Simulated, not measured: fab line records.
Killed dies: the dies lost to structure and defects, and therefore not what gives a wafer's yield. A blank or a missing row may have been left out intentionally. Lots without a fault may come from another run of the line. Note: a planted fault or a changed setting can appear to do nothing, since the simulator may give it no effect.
Problem report in the 8D (eight disciplines) form, filled by code + flow nand_harc + the parts of the form that need people (team, actions taken, sign-off) are left out

== 1. THE ISSUE ==
Mean of cd_nm at NHARC_A_M0_CD_MEAS_09: 97.2 nm across 9 wafers in 3 lots; on wafers with no fault it is 80.0 nm (standard deviation 0.76). Measured from the usual mean, that is +23 standard deviations.
The step: target cd 80 nm.
First seen on wafer L286.1, day 27 07:34, on cd_sem-01. The record has a number at this step for 33 wafers belonging to 11 lots. By rule, "out" or "out of limits" means more than 4 standard deviations away from the usual mean. Any other wafer with a number is counted as sound.

== 2. WHAT IT IS; WHAT IT IS NOT ==
| question                    | is                              | is not                                                              |
|-----------------------------|---------------------------------|---------------------------------------------------------------------|
| which readings at this step | cd_nm                           | -                                                                   |
| which lots                  | L286, L293, L295                | L277, L278, L279, L281, L282, L284, L285, L298                      |
| which wafers of those lots  | all that have a number          | -                                                                   |
| read on which gauges        | cd_sem-01, cd_sem-02, cd_sem-03 | -                                                                   |
| when                        | from day 27 07:34               | up to then (21 sound wafers); but 3 sound wafers of L298 came after |

== 3. WHAT RULES OUT EACH SUSPECT ==
Counting: a tool at a process step up to the reading stays a suspect if it ran every lot that is out and no sound lot after the first of them.
- the gauge at NHARC_A_M0_CD_MEAS_09: ruled out. The wafers that are out were read on 3 gauges (cd_sem-01, cd_sem-02, cd_sem-03).
- arfi_scanner-03 at NHARC_A_M0_EXPOSE_06 (exposes mask A M0, target cd 80 nm): kept. All lots that are out passed through it, beginning with L286 at day 27 07:25, and no sound lot followed; its final sound lot before that point was L284 at day 26 08:35. On those wafers its own readings are out: exposure_dose_mJ_cm2.
After counting, what remains is arfi_scanner-03 at NHARC_A_M0_EXPOSE_06.

== 4. THE CAUSE (what the simulator had put in) ==
Process parameter drift: arfi_scanner-03, from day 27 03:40 on, at NHARC_A_M0_EXPOSE_06. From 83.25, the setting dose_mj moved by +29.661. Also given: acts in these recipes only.
Counting left only this tool.

== 5. THE EFFECT CHAIN, in route order ==
Each row: a reading where the mean over the struck wafers with a number is more than 3 standard deviations away from the usual. Scope: only readings with a usual standard deviation given in the record; hours: median across lots of the time from each lot's start at the first step in this table that gives one to its start at this step; sigmas: change in usual standard deviations.
| hours | step                  | reading              | usual   | on struck wafers | change | sigmas      |
|-------|-----------------------|----------------------|---------|------------------|--------|-------------|
| 0     | NHARC_A_M0_EXPOSE_06  | exposure_dose_mJ_cm2 | 83.17   | 108.12           | +24.95 | +99 or more |
| 0     | NHARC_A_M0_CD_MEAS_09 | cd_nm                | 80.0 nm | 97.2             | +17.2  | +23         |
It contains these process steps:
- NHARC_A_M0_EXPOSE_06: exposes mask A M0, target cd 80 nm.
At these later measuring or inspecting steps, every struck wafer for which the step has a row has a number for every such reading, and none has moved that far: NHARC_A_M0_INSPECT_11, NHARC_END_SORT_01.

== 6. WHAT WOULD HAVE CAUGHT IT SOONER ==
4 hours passed between the start of the fault at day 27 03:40 and the first reading out of limits at a measuring or inspecting step in this record, taken at day 27 07:34.
Tool's own readings at NHARC_A_M0_EXPOSE_06, exposure_dose_mJ_cm2: out on all struck wafers the step has rows for; an alarm limit on them would have tripped on the first.
Among the 3 lots that are out, L293, L295 began NHARC_A_M0_EXPOSE_06 on arfi_scanner-03 after day 27 07:34. A hold on the tool at that time would have spared those 2.
